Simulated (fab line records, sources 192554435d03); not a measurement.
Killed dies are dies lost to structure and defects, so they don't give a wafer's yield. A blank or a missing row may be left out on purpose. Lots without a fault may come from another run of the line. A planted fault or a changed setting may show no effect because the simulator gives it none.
Which tool did it? | flow n5_finfet | 6 lots, 18 wafers sampled, at 2 steps of a route of 1938

WHAT THE GAUGES READ, wafer by wafer
N5_PMOS_HMC_CHANNEL_EPI_THK_MEAS_22.
lot  | measured    | on            | HMC_CMP_THK (nm)
L111 | day 2 07:50 | film_metro-01 | 52.4 53.3 54.5
L114 | day 3 02:01 | film_metro-01 | 54.2 55.0 54.8
L118 | day 4 02:56 | film_metro-02 | 53.3 53.3 53.1
L120 | day 4 16:32 | film_metro-01 | 54.0 54.1 54.1
L126 | day 6 01:34 | film_metro-02 | 42.8 42.5 43.0
L132 | day 7 16:23 | film_metro-01 | 53.3 54.1 53.4

WHICH TOOL RAN EACH LOT (tool, then ch and the chambers of the sampled wafers, then the start)
lot  | N5_PMOS_HMC_CHANNEL_EPI_EPI_20
L111 | epi_rpcvd-04 ch 0, day 2 05:48
L114 | epi_rpcvd-01 ch 0, day 3 00:23
L118 | epi_rpcvd-01 ch 0, day 4 01:11
L120 | epi_rpcvd-03 ch 0, day 4 13:16
L126 | epi_rpcvd-04 ch 0, day 5 23:56
L132 | epi_rpcvd-03 ch 0, day 7 12:09
- N5_PMOS_HMC_CHANNEL_EPI_EPI_20: deposits SiGe30, target thk 59 nm.

THE ANSWER, worked out from the rows above alone
Rule: what is usual is taken from the lots themselves. Put in order of their means at a reading, lots are off if they are a third of the lots or fewer, leave a main group of 4 or more, and stand apart from it by a gap of 3 or more times the standard deviation of the main group's means; of several such gaps the widest counts. A main group whose means are all the same, to the digits that the tables above print for the reading, isn't used. A lot without any number at a reading at which 4 lots or more have one is off too. The other lots that the step has rows for count as sound.
Off: L126, at N5_PMOS_HMC_CHANNEL_EPI_THK_MEAS_22 (HMC_CMP_THK). The main group: mean 53.8 nm, standard deviation 0.52.
A tool fits if, at a process step before that reading, it ran every lot that is off, and no sound lot after the first of them. The gauges at N5_PMOS_HMC_CHANNEL_EPI_THK_MEAS_22 are tried like those tools. Can't be told from this: 2 tools fit, epi_rpcvd-04 at N5_PMOS_HMC_CHANNEL_EPI_EPI_20, film_metro-02 at N5_PMOS_HMC_CHANNEL_EPI_THK_MEAS_22.

WHAT THE SIMULATOR HAD PUT IN
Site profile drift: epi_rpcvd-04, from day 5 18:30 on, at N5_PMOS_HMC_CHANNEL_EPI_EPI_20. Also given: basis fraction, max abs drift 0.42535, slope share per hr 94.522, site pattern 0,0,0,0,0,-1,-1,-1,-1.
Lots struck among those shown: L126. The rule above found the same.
